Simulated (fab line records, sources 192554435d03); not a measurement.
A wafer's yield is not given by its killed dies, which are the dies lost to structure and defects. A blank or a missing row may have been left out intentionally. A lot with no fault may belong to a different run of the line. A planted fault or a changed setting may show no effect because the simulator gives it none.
Matching of chambers || flow n5Finfet || N5_HKMG_FIN_ETCH_35 on rieDiel-02: 4 sister chambers
The step etches SOC in N2/H2, target depth 215.8 nm, time 243.4 s. 4 wafers are shown with their chamber, then 8 later ones without.

## WAFERS, EACH WITH ITS CHAMBER
{"wafer": "L081.1", "chamber": 3, "drypumpMotorCurrentA (A)": 5.7}
{"wafer": "L086.2", "chamber": 2, "drypumpMotorCurrentA (A)": 5.2}
{"wafer": "L086.4", "chamber": 0, "drypumpMotorCurrentA (A)": 6.3}
{"wafer": "L087.4", "chamber": 1, "drypumpMotorCurrentA (A)": 5.5}

## WAFERS WITH NO CHAMBER GIVEN
{"wafer": "L087.5", "drypumpMotorCurrentA (A)": 6.4}
{"wafer": "L087.6", "drypumpMotorCurrentA (A)": 5.2}
{"wafer": "L088.1", "drypumpMotorCurrentA (A)": 5.3}
{"wafer": "L088.2", "drypumpMotorCurrentA (A)": 6.3}
{"wafer": "L088.4", "drypumpMotorCurrentA (A)": 5.7}
{"wafer": "L095.1", "drypumpMotorCurrentA (A)": 5.2}
{"wafer": "L095.5", "drypumpMotorCurrentA (A)": 5.2}
{"wafer": "L095.6", "drypumpMotorCurrentA (A)": 5.7}

## WHICH CHAMBER EACH ONE RAN IN
{"wafer": "L087.5", "from the rows above": 0, "in truth": 0}
{"wafer": "L087.6", "from the rows above": 2, "in truth": 2}
{"wafer": "L088.1", "from the rows above": 2, "in truth": 2}
{"wafer": "L088.2", "from the rows above": 0, "in truth": 0}
{"wafer": "L088.4", "from the rows above": 3, "in truth": 3}
{"wafer": "L095.1", "from the rows above": 2, "in truth": 2}
{"wafer": "L095.5", "from the rows above": 2, "in truth": 2}
{"wafer": "L095.6", "from the rows above": 3, "in truth": 3}
Correct placement for 8 of the 8. Can't be placed from these rows: 0. Wrongly placed: 0.
How it was worked out, from the rows above alone: a wafer's distance from a chamber is the root of the sum, over the readings, of the square of ((its reading less the chamber's mean) divided by the reading's scatter). The wafer belongs to the nearest chamber; if the next one is less than 2 further off, it can't be placed. The mean given for a chamber averages the wafers shown for that chamber. The scatter (one wafer shown for each chamber): square how far every hidden wafer sits from the nearest shown wafer, average those squares and take the square root.
